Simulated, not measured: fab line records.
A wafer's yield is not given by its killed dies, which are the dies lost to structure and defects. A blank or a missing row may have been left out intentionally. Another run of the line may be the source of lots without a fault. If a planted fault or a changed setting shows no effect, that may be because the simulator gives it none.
Lot-split experiment    flow n5Finfet    39 wafers read across 7 lots, on a route 1938 steps long

== THE SPLIT ==
At N5_MOL_CONTACT_COAG_ALD_133 (deposits SiO2, target thk 5 nm, pulse time 1 s, co reactant pulse time 1 s), the setting aldCycles was moved away from the recipe's 35 on 18 of the 39 wafers read, by -25.7% to +60.0%. For the rest of the wafers, this setting stayed at what the recipe calls for.

The split's own step is where the reading is taken.

== THE READING ==
SiO2_of_MOL_CONTACT_COAG_ALD_133.thkNm (the simulator's own value, which no gauge read), in nm, at N5_MOL_CONTACT_COAG_ALD_133 (deposits SiO2, target thk 5 nm, pulse time 1 s, co reactant pulse time 1 s). The file does not state a usual value for it.

wafer   tool, chamber at the split  aldCycles as run  against the recipe  SiO2_of_MOL_CONTACT_COAG_ALD_133.thkNm, nm  against lot-mates on the recipe
L074.1  aldSin-02, 2,3,0            56                +60.0%              8                                           +3.0
L074.5  aldSin-02, 2,3,0            56                +60.0%              8                                           +3.0
L074.6  aldSin-02, 2,3,0            56                +60.0%              8                                           +3.0
L074.2  aldSin-02, 3,1,0            35                recipe              5                                           -
L074.3  aldSin-02, 3,1,0            35                recipe              5                                           -
L074.4  aldSin-02, 3,1,0            35                recipe              5                                           -
L076.1  aldSin-03, 2,3,0            28                -20.0%              4                                           -1.0
L076.2  aldSin-03, 2,3,0            28                -20.0%              4                                           -1.0
L076.4  aldSin-03, 2,3,0            28                -20.0%              4                                           -1.0
L076.3  aldSin-03, 1,2,1            35                recipe              5                                           -
L076.5  aldSin-03, 1,2,1            35                recipe              5                                           -
L076.6  aldSin-03, 1,2,1            35                recipe              5                                           -
L078.1  aldSin-02, 1,2,1            35                recipe              5                                           -
L078.2  aldSin-02, 1,2,1            35                recipe              5                                           -
L078.6  aldSin-02, 1,2,1            35                recipe              5                                           -
L078.3  aldSin-02, 3,0,2            43                +22.9%              6.2                                         +1.2
L078.4  aldSin-02, 3,0,2            43                +22.9%              6.2                                         +1.2
L078.5  aldSin-02, 3,0,2            43                +22.9%              6.2                                         +1.2
L079.1  aldSin-04, 2,3,0            35                recipe              5                                           -
L079.2  aldSin-04, 2,3,0            35                recipe              5                                           -
L079.6  aldSin-04, 2,3,0            35                recipe              5                                           -
L079.3  aldSin-04, 0                26                -25.7%              3.6                                         -1.4
L079.4  aldSin-04, 1                26                -25.7%              3.8                                         -1.2
L079.5  aldSin-04, 1                26                -25.7%              3.8                                         -1.2
L091.1  aldSin-04, 1,3,3            35                recipe              5                                           -
L091.2  aldSin-04, 1,3,3            35                recipe              5                                           -
L091.6  aldSin-04, 1,3,3            35                recipe              5                                           -
L091.3  aldSin-04, 2,1,2            45                +28.6%              6.4                                         +1.4
L091.4  aldSin-04, 2,1,2            45                +28.6%              6.4                                         +1.4
L091.5  aldSin-04, 2,1,2            45                +28.6%              6.4                                         +1.4
L094.1  aldSin-03, 1,2,2            35                recipe              5                                           -
L094.3  aldSin-03, 1,2,2            35                recipe              5                                           -
L094.6  aldSin-03, 1,2,2            35                recipe              5                                           -
L094.2  aldSin-03, 0,3,1            49                +40.0%              7                                           +2.0
L094.4  aldSin-03, 0,3,1            49                +40.0%              7                                           +2.0
L094.5  aldSin-03, 0,3,1            49                +40.0%              7                                           +2.0
L097.2  aldSin-03, 3,0,3            35                recipe              5                                           -
L097.3  aldSin-03, 3,0,3            35                recipe              5                                           -
L097.5  aldSin-03, 3,0,3            35                recipe              5                                           -
The file does not say which wafer passed through which chamber wherever a row lists several chambers: such a row stands for several wafers.

THE FIT
A straight line over all 39 wafers: SiO2_of_MOL_CONTACT_COAG_ALD_133.thkNm changes by +0.0499 nm for each +1% of aldCycles; r = +1.00; the points scatter about the line by 0.033 nm.
The same after taking each lot's own level away (the mean of its wafers on the recipe; 39 wafers): +0.0499 nm for each +1%; r = +1.00; scatter 0.033 nm.
Per that fit: largest aldCycles move, reading shift of 3 nm.
The lots' own levels span 5.00 to 5.00 nm.
So the lot-to-lot level changes the slope little: the two slopes agree.
Check: with one of the wafers moved furthest among these (+60.0%) left out of the fit, the line predicts +3 nm for it against its lot-mates. Against them it came out at +3 nm.

== FURTHER SPLITS ON THESE WAFERS ==
Note: prior to the reading, these wafers also went through further splits. Each is held against what the fit with the lots' levels taken away leaves over:
other split on the same wafers                wafers away from the commonest value  r with SiO2_of_MOL_CONTACT_COAG_ALD_133.thkNm (lot level and that fit taken away)
N5_PMOS_HMC_CHANNEL_EPI_HM_DEP_34 targetThkA  12                                    +0.17
N5_FIN_CUT_CUT_ETCH_26 targetDepthA           15                                    +0.13
N5_SDB_ALD_29 aldCycles                       12                                    +0.10
N5_MOL_CONTACT_COAG_ETCH_91 targetDepthA      15                                    -0.10

== FILE'S OWN FIT ==
SiO2_of_MOL_CONTACT_COAG_ALD_133.thkNm changes by +0.05 nm for each +1% of aldCycles, r = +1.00.
